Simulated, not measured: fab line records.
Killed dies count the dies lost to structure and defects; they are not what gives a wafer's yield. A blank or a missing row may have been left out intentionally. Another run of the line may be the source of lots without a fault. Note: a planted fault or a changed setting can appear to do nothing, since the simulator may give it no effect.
Which of the tools did it? | flow n5Finfet | Sampling: 11 lots, 33 wafers, 4 of 1938 route steps

WHAT EACH GAUGE READ, for each wafer
N5_PASSIVATION_INSPECT_57: inspects for defects (macro).
lot  | measured     | on               | rawDefectCount
L366 | day 12 21:53 | defectInspect-02 | 2 0 1
L365 | day 13 00:45 | defectInspect-02 | 4 2 5
L369 | day 13 19:30 | defectInspect-01 | 0 2 1
L374 | day 15 01:38 | defectInspect-02 | 93 108 91
L375 | day 15 07:08 | defectInspect-02 | 90 107 112
L373 | day 15 20:30 | defectInspect-01 | 91 84 118
L377 | day 16 01:19 | defectInspect-02 | 3 4 4
L382 | day 16 22:47 | defectInspect-02 | 1 2 3
L381 | day 17 07:31 | defectInspect-01 | 3 1 0
L383 | day 17 17:48 | defectInspect-01 | 3 6 4
L386 | day 18 08:23 | defectInspect-01 | 1 0 1

EACH LOT AND THE TOOL THAT RAN IT (in order: tool; ch and the chambers of the sampled wafers; start)
lot  | N5_PASSIVATION_PRE_CLEAN_19 | N5_PASSIVATION_STRIP_48           | N5_PASSIVATION_PROBE_49
L366 | pvdSputter-03, day 12 15:08 | rieDiel-06 ch 0,2,3, day 12 18:38 | -
L365 | pvdSputter-02, day 12 16:41 | rieDiel-05 ch 2,3, day 12 20:29   | -
L369 | pvdSputter-03, day 13 13:19 | rieDiel-04 ch 0,3, day 13 16:37   | -
L374 | pvdSputter-03, day 14 19:29 | rieDiel-06 ch 1,2, day 14 22:46   | prober-02, day 15 01:22
L375 | pvdSputter-01, day 15 01:09 | rieDiel-05 ch 0,2,3, day 15 04:18 | -
L373 | pvdSputter-03, day 15 14:07 | rieDiel-05 ch 1,2, day 15 17:38   | -
L377 | pvdSputter-03, day 15 19:02 | rieDiel-06 ch 0,3, day 15 22:28   | -
L382 | pvdSputter-03, day 16 15:09 | rieDiel-06 ch 1,2,3, day 16 19:56 | -
L381 | pvdSputter-02, day 17 01:23 | rieDiel-06 ch 1,2,3, day 17 04:40 | -
L383 | pvdSputter-03, day 17 11:08 | rieDiel-06 ch 0,1,2, day 17 14:24 | -
L386 | pvdSputter-01, day 18 02:14 | rieDiel-06 ch 0,1,3, day 18 05:32 | -
- N5_PASSIVATION_PRE_CLEAN_19
- N5_PASSIVATION_STRIP_48: strips in O2.
- N5_PASSIVATION_PROBE_49

THE ANSWER, worked out from the rows above alone
Rule: usual is defined by the lots themselves. Put in order of their means at a reading, lots are off if they are a third of the lots or fewer, leave a main group of 4 or more, and stand apart from it by a gap of 3 or more times the standard deviation of the main group's means; of several such gaps the widest counts. The tables above print the reading to a certain number of digits; a main group whose means all agree to those digits is not used. Also off: a lot with no number at a reading for which 4 or more lots have one. Where the step has rows for the other lots, those lots are counted as sound.
Off: L374, L375, L373 (N5_PASSIVATION_INSPECT_57, rawDefectCount). Main group: mean 2.2, sd 1.4.
A tool fits if, at a process step before that reading, it ran every lot that is off, and no sound lot after the first of them. The gauges at N5_PASSIVATION_INSPECT_57 are tried like those tools. No candidate that was tried fits.

WHAT HAD BEEN PUT IN BY THE SIMULATOR
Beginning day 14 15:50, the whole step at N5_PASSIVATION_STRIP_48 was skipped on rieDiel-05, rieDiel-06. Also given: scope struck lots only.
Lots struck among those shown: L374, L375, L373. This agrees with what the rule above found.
